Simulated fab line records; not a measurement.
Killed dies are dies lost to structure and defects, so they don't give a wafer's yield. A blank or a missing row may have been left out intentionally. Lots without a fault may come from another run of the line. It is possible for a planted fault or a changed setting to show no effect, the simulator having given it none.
Chamber matching / flow nandHarc / NHARC_A_CHANNEL_FILL_D1_ALD_16 on aldHk-01: 4 sister chambers
The step deposits SiO2, target thk 1.5 nm, pulse time 10 s, ald cycles 15. 4 wafers are shown with their chamber, then 8 later ones without.

WAFERS WITH THEIR CHAMBER
wafer=L088.5; chamber=2; heaterPowerW (W)=509
wafer=L089.2; chamber=0; heaterPowerW (W)=457
wafer=L089.6; chamber=3; heaterPowerW (W)=436
wafer=L092.2; chamber=1; heaterPowerW (W)=489

WAFERS WITHOUT THEIR CHAMBER
wafer=L092.5; heaterPowerW (W)=454
wafer=L092.6; heaterPowerW (W)=456
wafer=L095.1; heaterPowerW (W)=473
wafer=L095.2; heaterPowerW (W)=438
wafer=L095.6; heaterPowerW (W)=450
wafer=L096.2; heaterPowerW (W)=451
wafer=L096.5; heaterPowerW (W)=490
wafer=L096.6; heaterPowerW (W)=450

WHICH CHAMBER EACH WENT THROUGH
wafer=L092.5; from the rows above=0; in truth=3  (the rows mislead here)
wafer=L092.6; from the rows above=0; in truth=0
wafer=L095.1; from the rows above=can't be placed: 0 or 1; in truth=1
wafer=L095.2; from the rows above=3; in truth=3
wafer=L095.6; from the rows above=can't be placed: 0 or 3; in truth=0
wafer=L096.2; from the rows above=can't be placed: 0 or 3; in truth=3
wafer=L096.5; from the rows above=1; in truth=1
wafer=L096.6; from the rows above=can't be placed: 0 or 3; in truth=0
3 of 8 placed correctly. These rows do not allow placing 4 (true chamber among the candidates in 4). Number placed wrongly: 1.
How it was worked out, from the rows above alone: a wafer's distance from a chamber is the root of the sum, over the readings, of the square of ((its reading less the chamber's mean) divided by the reading's scatter). If the next closest chamber is less than 2 further off than the closest, the wafer can't be placed; otherwise it belongs to the closest. Each chamber's mean is taken over the wafers shown for it. The scatter (one wafer shown for each chamber): square how far every hidden wafer sits from the nearest shown wafer, average those squares and take the square root.
